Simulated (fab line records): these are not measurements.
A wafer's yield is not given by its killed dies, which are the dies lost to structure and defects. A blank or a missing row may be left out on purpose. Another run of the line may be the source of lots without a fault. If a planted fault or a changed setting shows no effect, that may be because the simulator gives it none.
Split-lot trial ; flow n5-finfet ; 7 lots, 21 wafers read, on a route of 1938 steps

== ON THE SPLIT ==
At N5_BEOL_M15_COAT_22 (resist thk 800 nm), the setting spin-rpm was moved away from the recipe's 1704 rpm on 6 of the 21 wafers read, by +3.4% to +9.1%. This setting was run at the recipe's value on the other wafers.

== FROM THE SPLIT TO THE READING: what the file shows between them, 5 steps ==
- N5_BEOL_M15_EXPOSE_25: exposes mask M15, target cd 400 nm (also split here: dose-mj)
- N5_BEOL_M15_PEB_26: peb time 90 s
- N5_BEOL_M15_DEVELOP_27: develop time 45 s
- N5_BEOL_M15_DESCUM_33: chemistry O2, time 7.9 s
- N5_BEOL_M15_ETCH_61: etches BARC in N2/H2, target depth 89 nm, overetch 26.7 nm, time 67.9 s

== THE READING ==
coat_of_BEOL_M15_COAT_22.thk-nm (the simulator's own value, which no gauge read), in nm, at N5_BEOL_M15_TRENCH_ETCH_34 (etches SiO2 in C4F8/O2/Ar, target depth 872.93 nm, time 199 s). No usual value for it is given in the file. Here, 15 wafers ran the recipe; their average is 544.1 nm with a standard deviation of 4.6 nm.

wafer;tool, chamber at the split;spin-rpm as run, rpm;against the recipe;coat_of_BEOL_M15_COAT_22.thk-nm, nm;against lot-mates on the recipe
L075.1;litho-track-01, 0;1704;recipe;548.4;-
L075.3;litho-track-01, 0;1704;recipe;550.4;-
L075.4;litho-track-01, 0;1704;recipe;546;-
L084.3;litho-track-02, 0;1704;recipe;545.8;-
L084.4;litho-track-02, 0;1704;recipe;545.6;-
L084.6;litho-track-02, 0;1704;recipe;544.2;-
L083.1;litho-track-01, 0;1855;+8.9%;519.2;-29.4
L083.2;litho-track-01, 0;1704;recipe;548.6;-
L083.6;litho-track-01, 0;1855;+8.9%;517.2;-31.4
L089.1;litho-track-02, 0;1775;+4.2%;535;-10.4
L089.2;litho-track-02, 0;1704;recipe;545.4;-
L089.4;litho-track-02, 0;1775;+4.2%;529.8;-15.6
L091.4;litho-track-05, 0;1704;recipe;539.2;-
L091.5;litho-track-05, 0;1704;recipe;534.2;-
L091.6;litho-track-05, 0;1704;recipe;542;-
L095.3;litho-track-01, 0;1704;recipe;544.6;-
L095.4;litho-track-01, 0;1704;recipe;534.6;-
L095.5;litho-track-01, 0;1859;+9.1%;498.8;-40.8
L097.2;litho-track-01, 0;1704;recipe;544.6;-
L097.4;litho-track-01, 0;1762;+3.4%;536.4;-9.5
L097.5;litho-track-01, 0;1704;recipe;547.2;-

FIT RESULTS
A straight line over all 21 wafers: coat_of_BEOL_M15_COAT_22.thk-nm changes by -3.52 nm for each +1% of spin-rpm; r = -0.90; the points scatter about the line by 5.6 nm.
The same after taking each lot's own level away (the mean of its wafers on the recipe; 21 wafers): -3.71 nm for each +1%; r = -0.97; scatter 3.2 nm.
That fit puts the effect of the largest move of spin-rpm on the reading at 34 nm.
The lots' own levels span 538.47 to 548.60 nm, that is 2.2 times the standard deviation above.
The two slopes agree, so the slope changes little with the lot-to-lot level.
Check: for one of the wafers moved furthest among these (+9.1%), held out of the fit, the line's prediction against its lot-mates is -30.4 nm. It came out at -40.8 nm against them.

== OTHER SPLITS ON THESE WAFERS ==
Note: prior to the reading, these wafers also went through further splits. Each is held against what the fit with the lots' levels taken away leaves over:
other split on the same wafers;wafers away from the commonest value;r with coat_of_BEOL_M15_COAT_22.thk-nm (lot level and that fit taken away)
N5_BEOL_M12_TRENCH_ETCH_34 time-s;9;+0.07
N5_BEOL_M13_CMP_49 down-force-psi;7;+0.02
N5_BEOL_M14_ILD_DEP_00 temp-c;7;+0.18
N5_BEOL_M15_EXPOSE_25 dose-mj;2;-0.03

== THE WHOLE CHAIN: every reading that the file lists as answering this split, in the file's order ==
step;what it does;reading;change (the file's fit);r (the file's)
N5_BEOL_M15_COAT_22;resist thk 800 nm;coat_of_BEOL_M15_COAT_22.thk-nm (the simulator's own value, which no gauge read);-3.67 nm for each +1% of the setting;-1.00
N5_BEOL_M15_TRENCH_ETCH_34;etches SiO2 in C4F8/O2/Ar, target depth 872.93 nm, time 199 s;coat_of_BEOL_M15_COAT_22.thk-nm (the simulator's own value, which no gauge read);-3.82 nm for each +1% of the setting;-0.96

== THE FILE'S OWN FIT ==
coat_of_BEOL_M15_COAT_22.thk-nm changes by -3.82 nm for each +1% of spin-rpm, r = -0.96.
